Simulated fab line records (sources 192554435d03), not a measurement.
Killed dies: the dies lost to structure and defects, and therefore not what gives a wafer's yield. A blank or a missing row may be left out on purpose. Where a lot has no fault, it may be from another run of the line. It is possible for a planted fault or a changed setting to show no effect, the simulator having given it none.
Split-lot experiment	flow n5_finfet	on a route of 1938 steps: 7 lots, 21 wafers read

ABOUT THE SPLIT
At N5_BEOL_M7_ILD_DEP_00 (deposits SiCOH lowk from DEMS/porogen, target thk 179.75 nm, time 33.4 s), the setting time_s was moved away from the recipe's 33.4 s on 10 of the 21 wafers read, by -14.6% to +14.5%. For the rest of the wafers, this setting stayed at what the recipe calls for.

FROM THE SPLIT ON TO THE READING: in between, the file shows 1 step
- N5_BEOL_M7_CURE_74: cures SiCOH lowk, time 240 s

THE READING
M7_ILD_THK in nanometres, read at N5_BEOL_M7_THK_MEAS_01. A value of 155.8 nm with a standard deviation of 2.2 nm is what fault-free wafers of this fab line usually give.

wafer	tool, chamber at the split	time_s as run, s	against the recipe	M7_ILD_THK, nm	against lot-mates on the recipe
L074.1	pecvd-02, 1	33.4	recipe	160.1	-
L074.4	pecvd-02, 0	33.4	recipe	157.9	-
L074.5	pecvd-02, 2	33.4	recipe	158.5	-
L080.3	pecvd-04, 2	37.05	+10.9%	170.2	no lot-mate on the recipe
L080.5	pecvd-04, 0	37.05	+10.9%	173.0	no lot-mate on the recipe
L080.6	pecvd-04, 2	37.05	+10.9%	171.6	no lot-mate on the recipe
L083.1	pecvd-02, 1	36.12	+8.1%	167.5	+11.3
L083.2	pecvd-02, 2	33.4	recipe	153.0	-
L083.6	pecvd-02, 1	33.4	recipe	159.3	-
L081.1	pecvd-02, 2	36.04	+7.9%	166.2	+12.7
L081.2	pecvd-02, 0	33.4	recipe	153.5	-
L081.5	pecvd-02, 1	36.04	+7.9%	171.4	+17.9
L084.3	pecvd-03, 2	38.23	+14.5%	175.9	+17.6
L084.4	pecvd-03, 1	33.4	recipe	158.3	-
L084.5	pecvd-03, 2	38.23	+14.5%	180.3	+22.0
L090.3	pecvd-03, 1	33.4	recipe	155.3	-
L090.4	pecvd-03, 0	28.51	-14.6%	135.6	-19.7
L090.5	pecvd-03, 2	28.51	-14.6%	135.3	-20.0
L097.1	pecvd-04, 2	33.4	recipe	153.1	-
L097.4	pecvd-04, 0	33.4	recipe	157.7	-
L097.6	pecvd-04, 1	33.4	recipe	154.1	-

FIT RESULTS
A straight line over all 21 wafers: M7_ILD_THK changes by +1.45 nm for each +1% of time_s; r = +0.98; the points scatter about the line by 2.3 nm.
The same after taking each lot's own level away (the mean of its wafers on the recipe; 18 wafers): +1.42 nm for each +1%; r = +0.98; scatter 2.4 nm.
Per that fit: largest time_s move, reading shift of 21 nm.
Across the lots, their own levels run from 153.50 to 158.83 nm, a range of 2.4 times the standard deviation given above.
So the lot-to-lot level changes the slope little: the two slopes agree.
Check: with one of the wafers moved furthest among these (-14.6%) left out of the fit, the line predicts -20.7 nm for it against its lot-mates. It came out at -19.7 nm against them.

THE WHOLE CHAIN: every reading that the file lists as answering this split, in the file's order
step	what it does	reading	change (the file's fit)	r (the file's)
N5_BEOL_M7_ILD_DEP_00	deposits SiCOH lowk from DEMS/porogen, target thk 179.75 nm, time 33.4 s	SiCOH_lowk_of_BEOL_M7_ILD_DEP_00.thk_nm (the simulator's own value, which no gauge read)	+1.64 nm for each +1% of the setting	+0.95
N5_BEOL_M7_CURE_74	cures SiCOH lowk, time 240 s	SiCOH_lowk_of_BEOL_M7_ILD_DEP_00.thk_nm (the simulator's own value, which no gauge read)	+1.42 nm for each +1% of the setting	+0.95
N5_BEOL_M7_THK_MEAS_01		M7_ILD_THK	+1.43 for each +1% of the setting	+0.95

THE FILE'S OWN FIT
M7_ILD_THK changes by +1.43 nm for each +1% of time_s, r = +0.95.
